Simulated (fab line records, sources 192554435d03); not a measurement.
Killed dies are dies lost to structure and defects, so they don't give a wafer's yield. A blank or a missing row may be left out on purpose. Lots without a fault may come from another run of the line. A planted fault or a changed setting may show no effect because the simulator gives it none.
Chamber matching | flow n5_finfet | N5_BEOL_M0_STRIP_140 on rie_diel-03: 4 sister chambers
The step strips in CF4. 22 wafers are shown with their chamber, then 11 later ones without.

WAFERS WITH THEIR CHAMBER
wafer  | chamber | throttle_valve_pct (%) | oes_product_au (a.u.) | rf_vpp_V (V)
L075.1 | 3       | 13.37                  | 0.85                  | 270.8
L075.2 | 2       | 13.61                  | 0.78                  | 274.3
L075.4 | 0       | 13.70                  | 0.71                  | 267.6
L076.1 | 2       | 13.60                  | 0.77                  | 273.4
L076.2 | 3       | 13.38                  | 0.85                  | 272.4
L076.4 | 1       | 14.06                  | 0.69                  | 270.5
L077.1 | 1       | 14.09                  | 0.70                  | 270.5
L077.4 | 3       | 13.37                  | 0.85                  | 271.2
L077.6 | 0       | 13.68                  | 0.70                  | 271.3
L078.1 | 0       | 13.70                  | 0.69                  | 271.0
L078.3 | 3       | 13.38                  | 0.84                  | 272.0
L078.5 | 2       | 13.60                  | 0.77                  | 271.6
L084.1 | 0       | 13.76                  | 0.70                  | 270.7
L084.2 | 3       | 13.42                  | 0.82                  | 272.8
L084.3 | 1       | 14.10                  | 0.69                  | 269.7
L084.4 | 2       | 13.63                  | 0.76                  | 271.2
L084.5 | 3       | 13.43                  | 0.82                  | 272.3
L084.6 | 2       | 13.66                  | 0.77                  | 272.0
L085.2 | 2       | 13.67                  | 0.75                  | 273.5
L085.4 | 0       | 13.75                  | 0.69                  | 268.3
L085.5 | 2       | 13.64                  | 0.76                  | 275.8
L086.1 | 1       | 14.15                  | 0.68                  | 269.2

SIGNATURES (means of the wafers above)
reading            | chamber 0 | chamber 1 | chamber 2 | chamber 3 | scatter within a chamber
throttle_valve_pct | 13.7180   | 14.1000   | 13.6300   | 13.3917   | 0.0311
oes_product_au     | 0.6980    | 0.6900    | 0.7657    | 0.8383    | 0.0109
rf_vpp_V           | 269.780   | 269.975   | 273.114   | 271.917   | 1.33
Rule: a wafer's distance from a chamber is the root of the sum, over the readings, of the square of ((its reading less the chamber's mean) divided by the reading's scatter). The wafer belongs to the nearest chamber; if the next one is less than 2 further off, it can't be placed. The scatter: the root of (the sum of the squares of (reading less its chamber's mean) over the shown wafers, divided by (wafers less chambers)).

WAFERS WITHOUT THEIR CHAMBER
wafer  | throttle_valve_pct (%) | oes_product_au (a.u.) | rf_vpp_V (V)
L086.2 | 13.75                  | 0.69                  | 268.8
L086.6 | 14.13                  | 0.69                  | 271.0
L088.1 | 13.75                  | 0.69                  | 268.8
L088.4 | 13.44                  | 0.81                  | 270.6
L088.5 | 13.67                  | 0.74                  | 272.8
L091.2 | 14.15                  | 0.67                  | 272.4
L091.4 | 13.49                  | 0.81                  | 272.8
L091.5 | 14.16                  | 0.68                  | 270.7
L097.3 | 13.73                  | 0.73                  | 273.7
L097.4 | 13.72                  | 0.73                  | 273.7
L097.5 | 13.47                  | 0.79                  | 271.6

WHICH CHAMBER EACH WENT THROUGH
wafer  | from the rows above     | in truth
L086.2 | 0                       | 0
L086.6 | 1                       | 1
L088.1 | 0                       | 0
L088.4 | 3                       | 3
L088.5 | 2                       | 2
L091.2 | 1                       | 1
L091.4 | can't be placed: 3 or 2 | 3
L091.5 | 1                       | 1
L097.3 | can't be placed: 0 or 2 | 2
L097.4 | can't be placed: 0 or 2 | 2
L097.5 | can't be placed: 3 or 2 | 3
Placed correctly: 7 of 11. Can't be placed from these rows: 4 (the true chamber is among the candidates in 4). Placed wrongly: 0.
